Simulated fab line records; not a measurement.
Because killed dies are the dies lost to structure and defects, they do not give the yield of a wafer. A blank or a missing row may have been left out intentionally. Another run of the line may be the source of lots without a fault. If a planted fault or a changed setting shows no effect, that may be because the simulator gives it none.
fab line records	flow n5_finfet
[record] lots = 14	wafers = 42	last_day = 17
route steps=1938 shown BEOL_M0@723 BEOL_M4@1111
lots that met no fault: taken from a fault-free run of the same line
start_h: start of the lot's first displayed wafer, in hours after the record's first day	wait_h: hours since the lot's step before	" identical to the entry in the row above	L1.1+2: several wafers, shown together as one row	- no value, or no start given	* or withheld: withheld	< > ~ a bound
route shown NAME@n: NAME is a module with steps in the file, n the number in the route of the first one	usual: mean/standard deviation taken from wafers without a fault	same: alike in all rows	chamber/n: place in a boat	sites: readings site by site	_std_site: the values' standard deviation	_edge_site: the outer-site mean with the inner-site mean subtracted	radius_mm: how far each site lies from the wafer's centre	mask NAME#n: copy n	behind: the tool/chamber that last shaped the wafer	hold: why the lot was held/for how many hours/how that ended	device: which transistor (n, p or np) failed to switch	end of line: the route-end tests of the same wafers	a step without rows: its recipe alone	killed: not the wafer's yield, but the dies lost to structure and defects at the first sort	map: a wafer's dies, marking killed ones x, the rest . and places with no die _
set.NAME: the setting that was run; set.NAME@STEP: the one run at that earlier step	model.NAME: the simulator's own value behind a step, which no gauge read
one table for each step of the route and one row for each wafer, over a sample of lots
services: when a tool's chamber went out of use (start_h, in hours from the record's first day, below 0 if earlier), for how many hours, and the reason
[[steps]]
[step N5_BEOL_M0_OCD_MEAS_108]
[usual] trench_depth_nm = 32.7/0.62
lot.wafer	tool	chamber	start_h	wait_h	trench_depth_nm
L648.3	ocd-01	-	121.29	0.1	32.4
L648.4	"	-	"	"	33.2
L648.6	"	-	"	"	32.3
L649.3	ocd-01	-	135.42	0.1	33.9
L649.4	"	-	"	"	32.5
L649.6	"	-	"	"	32.2
L651.1	ocd-02	-	147.84	0.1	33.3
L651.3	"	-	"	"	32.4
L651.6	"	-	"	"	32.1
L653.1	ocd-01	-	155.50	0.1	33.2
L653.2	"	-	"	"	32.6
L653.4	"	-	"	"	34.4
L654.2	ocd-02	-	160.79	0.1	32.1
L654.5	"	-	"	"	32.6
L654.6	"	-	"	"	33.3
L655.1	ocd-01	-	164.97	0.1	32.3
L655.2	"	-	"	"	33.5
L655.3	"	-	"	"	33.0
L657.3	ocd-02	-	178.78	0.1	33.1
L657.4	"	-	"	"	32.5
L657.6	"	-	"	"	32.4
L659.2	ocd-01	-	192.18	0.1	33.1
L659.3	"	-	"	"	33.2
L659.5	"	-	"	"	32.9
L658.2	ocd-02	-	192.73	0.1	33.5
L658.4	"	-	"	"	32.9
L658.5	"	-	"	"	31.9
L662.1	ocd-02	-	209.52	0.1	33.1
L662.5	"	-	"	"	32.5
L662.6	"	-	"	"	32.5
L663.2	ocd-01	-	217.88	0.1	31.5
L663.5	"	-	"	"	31.8
L663.6	"	-	"	"	32.4
L664.1	ocd-02	-	220.98	0.1	32.2
L664.2	"	-	"	"	32.4
L664.6	"	-	"	"	32.8
L668.2	ocd-01	-	242.11	0.1	32.3
L668.3	"	-	"	"	32.3
L668.5	"	-	"	"	34.1
L670.1	ocd-02	-	250.97	0.1	32.5
L670.3	"	-	"	"	33.8
L670.5	"	-	"	"	32.2
[step N5_BEOL_M0_CVD_115]
[recipe] material = Co	target_thk_a = *	temp_c = withheld	precursor = CCTBA/H2	pressure_torr = 30	time_s = 120
[usual] run_length_s = 142.9/0.62
lot.wafer	tool	chamber	start_h	wait_h	run_length_s
L648.3	cvd_co-01	1	122.28	0.0	143.0
L648.4	"	0	"	"	142.1
L648.6	"	2	"	"	143.1
L649.3	cvd_co-01	0	136.53	0.3	142.5
L649.4	"	1	"	"	142.9
L649.6	"	0	"	"	141.8
L651.1	cvd_co-01	0	150.38	0.0	142.2
L651.3	"	1	"	"	143.3
L651.6	"	0	"	"	142.4
L653.1	cvd_co-01	2	156.60	0.0	142.4
L653.2	"	0	"	"	142.1
L653.4	"	1	"	"	143.0
L654.2	cvd_co-01	1	162.89	0.0	143.5
L654.5	"	1	"	"	143.2
L654.6	"	0	"	"	142.1
L655.1	cvd_co-02	2	168.02	0.1	144.1
L655.2	"	1	"	"	142.9
L655.3	"	0	"	"	143.5
L657.3	cvd_co-02	2	179.85	0.1	143.5
L657.4	"	1	"	"	142.9
L657.6	"	0	"	"	143.7
L659.2	cvd_co-02	2	193.61	0.1	143.2
L659.3	"	0	"	"	144.1
L659.5	"	2	"	"	143.6
L658.2	cvd_co-01	2	193.77	0.1	142.7
L658.4	"	0	"	"	142.1
L658.5	"	2	"	"	143.0
L662.1	cvd_co-01	1	210.89	0.1	143.1
L662.5	"	0	"	"	142.0
L662.6	"	2	"	"	142.7
L663.2	cvd_co-02	2	219.11	0.1	99.0
L663.5	"	1	"	"	142.8
L663.6	"	2	"	"	143.6
L664.1	cvd_co-01	2	222.90	0.0	142.4
L664.2	"	0	"	"	141.7
L664.6	"	1	"	"	143.6
L668.2	cvd_co-02	2	243.62	0.1	99.1
L668.3	"	0	"	"	99.7
L668.5	"	1	"	"	143.2
L670.1	cvd_co-01	1	253.55	0.1	142.9
L670.3	"	0	"	"	142.3
L670.5	"	2	"	"	142.4
[step N5_BEOL_M0_ANNEAL_117]
[recipe] temp_c = 400	time_s = 60	ambient = vacuum
[usual] heater_power_w = 796/62
lot.wafer	tool	chamber	start_h	wait_h	heater_power_w
L648.3	pvd_sputter-03	-	122.51	0.0	848
L648.4	"	-	"	"	780
L648.6	"	-	"	"	862
L649.3	pvd_sputter-03	-	137.85	0.0	730
L649.4	"	-	"	"	795
L649.6	"	-	"	"	910
L651.1	pvd_sputter-03	-	150.56	0.0	845
L651.3	"	-	"	"	814
L651.6	"	-	"	"	814
L653.1	pvd_sputter-01	-	156.78	0.0	823
L653.2	"	-	"	"	834
L653.4	"	-	"	"	804
L654.2	pvd_sputter-02	-	163.98	0.0	773
L654.5	"	-	"	"	706
L654.6	"	-	"	"	778
L655.1	pvd_sputter-03	-	168.27	0.0	850
L655.2	"	-	"	"	808
L655.3	"	-	"	"	911
L657.3	pvd_sputter-02	-	180.11	0.0	725
L657.4	"	-	"	"	782
L657.6	"	-	"	"	804
L659.2	pvd_sputter-03	-	193.89	0.0	846
L659.3	"	-	"	"	718
L659.5	"	-	"	"	823
L658.2	pvd_sputter-03	-	194.33	0.0	908
L658.4	"	-	"	"	794
L658.5	"	-	"	"	871
L662.1	pvd_sputter-03	-	211.07	0.0	712
L662.5	"	-	"	"	811
L662.6	"	-	"	"	732
L663.2	pvd_sputter-01	-	219.39	0.0	807
L663.5	"	-	"	"	808
L663.6	"	-	"	"	784
L664.1	pvd_sputter-02	-	223.18	0.0	719
L664.2	"	-	"	"	837
L664.6	"	-	"	"	801
L668.2	pvd_sputter-01	-	244.66	0.0	830
L668.3	"	-	"	"	753
L668.5	"	-	"	"	834
L670.1	pvd_sputter-02	-	253.74	0.0	712
L670.3	"	-	"	"	804
L670.5	"	-	"	"	728
[step N5_BEOL_M0_ANNEAL_135]
[recipe] temp_c = 400	time_s = 60	ambient = vacuum
[usual] heater_power_w = 796/63
lot.wafer	tool	chamber	start_h	wait_h	heater_power_w
L648.3	pvd_sputter-03	-	122.75	0.0	857
L648.4	"	-	"	"	807
L648.6	"	-	"	"	857
L649.3	pvd_sputter-03	-	138.09	0.0	715
L649.4	"	-	"	"	820
L649.6	"	-	"	"	938
L651.1	pvd_sputter-03	-	150.80	0.0	856
L651.3	"	-	"	"	811
L651.6	"	-	"	"	814
L653.1	pvd_sputter-01	-	157.02	0.0	798
L653.2	"	-	"	"	823
L653.4	"	-	"	"	807
L654.2	pvd_sputter-02	-	164.22	0.0	774
L654.5	"	-	"	"	724
L654.6	"	-	"	"	797
L655.1	pvd_sputter-03	-	168.51	0.0	849
L655.2	"	-	"	"	819
L655.3	"	-	"	"	919
L657.3	pvd_sputter-02	-	180.35	0.0	714
L657.4	"	-	"	"	784
L657.6	"	-	"	"	828
L659.2	pvd_sputter-03	-	194.13	0.0	860
L659.3	"	-	"	"	717
L659.5	"	-	"	"	803
L658.2	pvd_sputter-03	-	194.57	0.0	896
L658.4	"	-	"	"	802
L658.5	"	-	"	"	862
L662.1	pvd_sputter-03	-	211.31	0.0	732
L662.5	"	-	"	"	814
L662.6	"	-	"	"	712
L663.2	pvd_sputter-01	-	219.63	0.0	816
L663.5	"	-	"	"	817
L663.6	"	-	"	"	799
L664.1	pvd_sputter-02	-	223.42	0.0	705
L664.2	"	-	"	"	801
L664.6	"	-	"	"	772
L668.2	pvd_sputter-01	-	244.90	0.0	829
L668.3	"	-	"	"	740
L668.5	"	-	"	"	825
L670.1	pvd_sputter-02	-	253.98	0.0	727
L670.3	"	-	"	"	796
L670.5	"	-	"	"	723
[step N5_BEOL_M4_RC_MEAS_101]
[usual] DIBL_N = 35.9/1.6	DIBL_P = 35.6/2.1	IOFF_N = 0.149/0.029	IOFF_P = 0.20/0.033	ION_N = 671/11	ION_P = 460/7.3	SS_N = 71.4/0.62	SS_P = 73.2/0.65	VT_N = 251/3.1	VT_P = -251/3.4
lot.wafer	tool	chamber	start_h	wait_h	DIBL_N[mV/V]	DIBL_P[mV/V]	IOFF_N[nA/um]	IOFF_P[nA/um]	ION_N[uA/um]	ION_P[uA/um]	SS_N[mV/dec]	SS_P[mV/dec]	VT_N[mV]	VT_P[mV]
L648.3	prober-01	0	166.34	0.3	36.1	35.7	0.154	0.20	668	459	71.1	73.1	253	-249
L648.4	"	0	"	"	36.0	36.3	0.150	0.22	666	460	71.1	73.1	252	-248
L648.6	"	0	"	"	34.9	33.9	0.130	0.18	672	459	70.7	73.0	253	-252
L649.3	prober-01	0	180.00	0.3	34.8	36.8	0.153	0.19	687	462	71.7	73.5	252	-255
L649.4	"	0	"	"	35.9	38.6	0.169	0.20	676	455	72.1	73.4	252	-253
L649.6	"	0	"	"	33.8	35.6	0.124	0.17	654	454	71.4	72.9	260	-256
L651.1	prober-02	0	192.97	0.0	34.9	35.5	0.133	0.19	665	451	71.9	72.9	252	-251
L651.3	"	0	"	"	32.3	33.0	0.114	0.16	669	456	70.5	73.0	254	-253
L651.6	"	0	"	"	33.7	34.1	0.122	0.18	667	464	70.7	72.4	252	-254
L653.1	prober-02	0	196.43	0.0	36.4	36.1	0.144	0.17	659	444	72.3	72.7	252	-258
L653.2	"	0	"	"	35.6	37.0	0.144	0.18	665	452	71.3	72.4	250	-254
L653.4	"	0	"	"	36.7	38.0	0.158	0.20	668	459	71.3	73.1	251	-252
L654.2	prober-02	0	205.42	0.2	38.3	37.6	0.182	0.26	680	468	72.3	73.0	247	-248
L654.5	"	0	"	"	35.9	34.8	0.149	0.22	675	471	71.2	72.7	250	-245
L654.6	"	0	"	"	35.0	33.7	0.126	0.19	663	461	70.9	72.9	252	-251
L655.1	prober-01	0	209.04	0.0	36.0	38.9	0.162	0.24	676	477	70.3	73.6	250	-247
L655.2	"	0	"	"	36.4	37.9	0.158	0.22	681	468	71.3	73.6	248	-248
L655.3	"	0	"	"	36.3	38.7	0.175	0.24	704	480	71.8	73.8	248	-245
L657.3	prober-01	0	230.72	0.3	36.8	37.4	0.169	0.20	676	460	71.2	72.9	247	-252
L657.4	"	0	"	"	38.7	39.8	0.216	0.25	690	467	72.4	74.5	246	-249
L657.6	"	0	"	"	37.9	38.5	0.199	0.23	692	472	71.8	74.5	245	-250
L659.2	prober-02	0	233.70	0.2	37.6	37.5	0.173	0.20	676	456	71.4	73.9	248	-255
L659.3	"	0	"	"	37.4	37.5	0.169	0.19	675	458	71.1	73.7	248	-254
L659.5	"	0	"	"	33.8	32.5	0.115	0.14	655	450	70.4	72.9	251	-256
L658.2	prober-01	0	236.49	0.2	37.3	35.7	0.166	0.25	657	460	72.1	73.9	250	-248
L658.4	"	0	"	"	34.3	32.8	0.124	0.20	670	469	70.5	72.4	252	-249
L658.5	"	0	"	"	36.1	35.5	0.151	0.24	660	459	71.3	73.4	250	-249
L662.1	prober-01	0	257.33	0.0	37.1	35.7	0.152	0.18	673	462	71.7	73.0	252	-253
L662.5	"	0	"	"	37.1	36.3	0.158	0.19	670	464	72.0	73.3	250	-253
L662.6	"	0	"	"	37.4	37.6	0.155	0.20	677	460	72.0	73.9	251	-250
L663.2	prober-02	0	257.76	0.2	36.0	33.6	0.126	0.16	662	457	71.7	72.8	252	-255
L663.5	"	0	"	"	37.8	36.3	0.148	0.20	673	454	71.1	73.7	251	-251
L663.6	"	0	"	"	35.8	34.2	0.125	0.17	663	459	71.1	73.1	254	-252
L664.1	prober-02	0	273.80	0.0	37.3	38.0	0.163	0.23	665	458	72.7	73.9	250	-251
L664.2	"	0	"	"	36.2	35.3	0.141	0.18	656	450	71.8	73.1	253	-257
L664.6	"	0	"	"	36.7	35.5	0.150	0.19	661	458	72.4	73.3	253	-254
L668.2	prober-02	0	288.99	0.2	36.6	35.6	0.183	0.23	677	466	72.1	73.3	245	-249
L668.3	"	0	"	"	35.3	35.2	0.175	0.23	686	469	71.3	73.8	245	-248
L668.5	"	0	"	"	35.5	34.1	0.161	0.20	670	457	72.1	73.5	248	-251
L670.1	prober-02	0	303.75	0.0	34.6	34.7	0.133	0.19	665	458	71.8	72.8	251	-251
L670.3	"	0	"	"	34.9	33.6	0.135	0.16	679	461	71.3	72.4	252	-253
L670.5	"	0	"	"	35.7	34.8	0.154	0.19	681	459	71.5	73.6	250	-249
[[services]]
tool	chamber	start_h	hours	kind
cvd_co-02	-	107.91	2.2	repair
cvd_co-02	1	114.74	-	clean
cvd_co-02	1	114.74	22.0	scheduled_down
cvd_co-02	1	114.74	22.0	vent_cycle
cvd_co-02	-	123.56	6.9	pm
pvd_sputter-02	-	124.06	2.1	repair
cvd_co-02	-	130.46	2.8	pm
cvd_co-01	-	134.02	1.2	repair
cvd_co-02	1	187.00	10.4	repair
cvd_co-01	0	211.71	6.2	repair
[[key]]
[first_sign] step = N5_BEOL_M0_CVD_115	reading = run_length_s	direction = down	sigmas = 70	usual = *	struck = *
effect none on later readings
met_at N5_BEOL_M0_CVD_115
struck_lots L663,L668
struck_wafers L663.2,L668.2,L668.3
sort_left_out L663.2,L668.2,L668.3
not_acting_at N5_BEOL_M0_OCD_MEAS_108,N5_BEOL_M0_ANNEAL_117,N5_BEOL_M0_ANNEAL_135
onset_between 193.61 219.11
[fault] kind = process_parameter_drift	tool = cvd_co-02	chamber = -	onset_h = 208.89	steps = N5_BEOL_M0_CVD_115	channel = time_s	offset = *	shape = step	end_h = 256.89	scope = struck_wafers_only	acts_in = *	stated = *
// sort_left_out: the simulated sort isn't trusted on such a fault, so these wafers' sort isn't shown, and their yield isn't known
